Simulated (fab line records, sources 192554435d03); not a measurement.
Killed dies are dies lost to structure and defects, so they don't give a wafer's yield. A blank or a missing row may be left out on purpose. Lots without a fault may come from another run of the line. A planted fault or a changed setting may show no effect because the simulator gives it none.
One fault seen from 2 desks | flow n5_finfet | each desk has only its own numbers; what lay behind them comes last

THE TOOL OWNER'S DESK: pecvd-01
The tool's own readings at N5_BEOL_M8_DEP_56 (deposits SiCN from 3MS/NH3, target thk 10 nm, time 17.5 s): means of the sampled wafers that have a number, for each lot that ran on this tool. A lot is out of limits, marked OUT, if its mean lies more than 4 standard deviations from the usual mean; the brackets give that distance.
Columns: A = rf_fwd_power_W at N5_BEOL_M8_DEP_56, usual 199.5 W; B = showerhead_plenum_p_Torr at N5_BEOL_M8_DEP_56, usual 3.661 Torr; C = throttle_valve_pct at N5_BEOL_M8_DEP_56, usual 8.9 %
lot  | first seen here | A     | B     | C
L263 | day 9 23:42     | 198.9 | 3.650 | 8.8
L264 | day 10 11:38    | 199.5 | 3.655 | 8.5
L265 | day 10 19:19    | 200.2 | 3.647 | 8.6
L271 | day 11 22:52    | 198.6 | 3.643 | 8.5
L273 | day 12 23:35    | 199.2 | 3.655 | 8.5
This desk's finding: nothing out of limits on any of the 5 lots.

THE DEFECT DESK
What the inspections along the route counted, lot by lot: means of the sampled wafers that have a number. A lot is out of limits, marked OUT, if its mean lies more than 4 standard deviations from the usual mean; the brackets give that distance.
Columns: A = raw_defect_count at N5_BEOL_M8_INSPECT_58, usual 71; B = raw_defect_count at N5_BEOL_M9_INSPECT_13, usual 395; C = raw_defect_count at N5_BEOL_M9_INSPECT_30, usual 399
lot  | first seen here | A              | B   | C
L263 | day 9 23:49     | 59             | 416 | 428
L264 | day 10 11:45    | 62             | 359 | 366
L265 | day 10 19:25    | 68             | 377 | 371
L266 | day 11 00:06    | 82             | 345 | 365
L268 | day 11 09:08    | 64             | 336 | 334
L271 | day 11 22:58    | 183 (+5.1) OUT | 490 | 509
L273 | day 12 23:41    | 209 (+6.3) OUT | 477 | 473
L275 | day 13 10:17    | 108            | 489 | 534
L281 | day 14 19:59    | 87             | 458 | 488
L285 | day 16 01:16    | 65             | 327 | 328
This desk's finding: out of limits on L271, L273; first on L271, day 11 22:58 (raw_defect_count at N5_BEOL_M8_INSPECT_58). In limits: L263, L264, L265, L266, L268, L275, L281, L285.

PUT TOGETHER
The defect desk could have raised an alarm at day 11 22:58, on L271, L273.
The tool owner's desk saw nothing out of limits.
The tool owner's desk has L271, L273 on record, within its limits.
Of the lots named, all ran N5_BEOL_M8_DEP_56 on pecvd-01.

WHAT THE SIMULATOR HAD PUT IN
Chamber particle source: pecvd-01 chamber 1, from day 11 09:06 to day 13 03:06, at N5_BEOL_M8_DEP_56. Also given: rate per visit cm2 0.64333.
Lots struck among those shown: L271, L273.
Hours from the fault's start to each desk's first reading out of limits: the defect desk, 14.
